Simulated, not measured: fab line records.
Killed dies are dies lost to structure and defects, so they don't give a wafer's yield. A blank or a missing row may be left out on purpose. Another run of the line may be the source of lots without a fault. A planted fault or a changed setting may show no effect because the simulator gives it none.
A lot that was struck, set against a sound lot	flow n5 finfet	27 out of 1938 route steps
Sound: these wafers, L791.3, L791.4, L791.6. Wafers struck: L788.4, L788.5. At the end, the cause is stated.
Order at every step that has rows: each side's tool, ch and its chambers, its first start. Under that, the readings that differ: sound wafers	struck wafers	difference of the means	sigmas: that difference in standard deviations of wafers without a fault.
alike: same words and numbers on both sides, and readings whose means sit less than 2 such deviations apart. not compared: any withheld reading, any reading some wafer has no value for, any bound like >300 that may hide the same value, and any number with overlapping values for which the record gives no deviation.
The two part at a step that has a row with sigmas, a row that says differs or no value, or rows on one side only. Numbers that don't overlap but have no deviation are shown without sigmas and don't part them. Lack of a reading on every wafer of one side parts them only where that side has two or more wafers.

N5_STI_FIN_REVEAL_ALD_14: deposits Si3N4, target thk 3 nm.
  sound on ald sin-04 ch 0,1,2, day 7 04:02; struck on ald sin-04 ch 2, day 6 11:04
  alike: heater power w
then, 3 steps without rows for these wafers: N5_STI_FIN_REVEAL_FCVD_FILL_01 (material SiO2 flowable, target thk 312 nm, time 512.2 s); N5_STI_FIN_REVEAL_DENSIFY_02 (time 1800 s); N5_STI_FIN_REVEAL_CMP_04 (polishes, stops on Si3N4, t overpolish 4 s, target thk 131.83 nm).
N5_STI_FIN_REVEAL_THK_MEAS_05:
  sound: film metro-02 at day 7 09:23; struck: film metro-01 at day 6 16:23
  alike: thk nm
after that, 1 step had no rows for these wafers: N5_STI_FIN_REVEAL_DENSIFY_30.
N5_STI_FIN_REVEAL_ETCHBACK_08: etches SiO2 in C4F6/O2, target depth 30.5 nm, time 10.167 s.
  sound on rie diel-06 ch 0,3, day 7 09:38; struck on rie diel-05 ch 0,3, day 6 16:39
reading	sound	struck	difference	sigmas
rf vpp V (V)	703 704 672	666 661	-30	-2
  alike: drypump motor current A, oes product au, showerhead plenum p Torr, throttle valve pct
  not compared: rf hours counter h
then, 5 steps without rows for these wafers: N5_STI_FIN_REVEAL_STRIP_24 (strips in N2/H2, time 90 s); N5_STI_FIN_REVEAL_PRECLEAN_25 (cleans in SPM, time 90 s); N5_STI_FIN_REVEAL_PRECLEAN_26 (cleans in SC1, time 45 s); N5_STI_FIN_REVEAL_PRECLEAN_29 (cleans in DHF, time 30 s); N5_STI_FIN_REVEAL_SRD_12 (time 30 s).
N5_STI_FIN_REVEAL_RECESS_09: chemistry HF/NH3, target SiO2, afs cycles 11, target depth 42.5 nm, sublimation time 60 s.
  sound on vapor etch-02 ch 0,1, day 7 10:25; struck on vapor etch-01 ch 1, day 6 17:25
reading	sound	struck	difference	sigmas
drypump motor current A (A)	6.28 6.47 6.32	5.85 5.90	-0.48	-2
then, 2 steps without rows for these wafers: N5_STI_FIN_REVEAL_STRIP_16 (strips SiNx in H3PO4, target depth 23.8 nm); N5_STI_FIN_REVEAL_PRECLEAN_17 (cleans in NF3:NH3, afs cycles 1, time 20 s, sublimation time 60 s).
N5_STI_FIN_REVEAL_ETCH_34: etches Si in H2, material Si, target depth 0.97 nm.
  sound on rie si-02 ch 2,3, day 7 12:02; struck on rie si-01 ch 1,2, day 6 18:58
reading	sound	struck	difference	sigmas
drypump motor current A (A)	6.8 6.2 6.8	6.0 5.6	-0.8	-2
  alike: oes product au, throttle valve pct
  not compared: rf hours counter h
N5_STI_FIN_REVEAL_OXIDATION_31: chemistry O2 PLASMA REMOTE, time 20 s.
  sound on plasma asher-02 ch 0,1, day 7 12:07; struck on plasma asher-02 ch 0, day 6 19:11
  alike: drypump motor current A, heater power w, temp c max
  not compared: rf hours counter h
then, 3 steps without rows for these wafers: N5_STI_FIN_REVEAL_PRECLEAN_32 (cleans in NF3:NH3, afs cycles 1, time 20 s, sublimation time 60 s); N5_STI_FIN_REVEAL_STRIP_35 (strips Si3N4 in H3PO4, target depth 4 nm, time 39 s); N5_STI_FIN_REVEAL_SRD_21 (time 30 s).
N5_STI_FIN_REVEAL_OXIDATION_33: chemistry O2 PLASMA REMOTE, time 20 s.
  sound on plasma asher-01 ch 0,1, day 7 12:28; struck on plasma asher-01 ch 0, day 6 19:32
  alike: drypump motor current A, heater power w, temp c max
  not compared: rf hours counter h
then, 2 steps without rows for these wafers: N5_STI_FIN_REVEAL_CLEAN_19 (cleans in O3/DIW, time 120 s); N5_STI_FIN_REVEAL_SRD_23 (time 30 s).
N5_STI_FIN_REVEAL_CD_MEAS_22: target cd 6.238 nm, pitch 28 nm.
  sound: cd sem-01 at day 7 12:37; struck: cd sem-02 at day 6 19:41
  alike: cd nm
N5_STI_FIN_REVEAL_FIN_H_MEAS_10:
  sound: ocd-01 at day 7 12:38; struck: ocd-02 at day 6 19:43
reading	sound	struck	difference	sigmas
trench depth nm (nm)	51.8 52.2 51.9	42.0 42.2	-9.9	-13
then, 2 steps without rows for these wafers: N5_STI_FIN_REVEAL_PRECLEAN_18 (cleans in SC2, time 45 s); N5_PASSIVATION_PROBE_49.

## WHERE THEY PART
At N5_STI_FIN_REVEAL_ETCHBACK_08 first; at N5_STI_FIN_REVEAL_FIN_H_MEAS_10 last (within this record only).

WHY: whatever the simulator had introduced
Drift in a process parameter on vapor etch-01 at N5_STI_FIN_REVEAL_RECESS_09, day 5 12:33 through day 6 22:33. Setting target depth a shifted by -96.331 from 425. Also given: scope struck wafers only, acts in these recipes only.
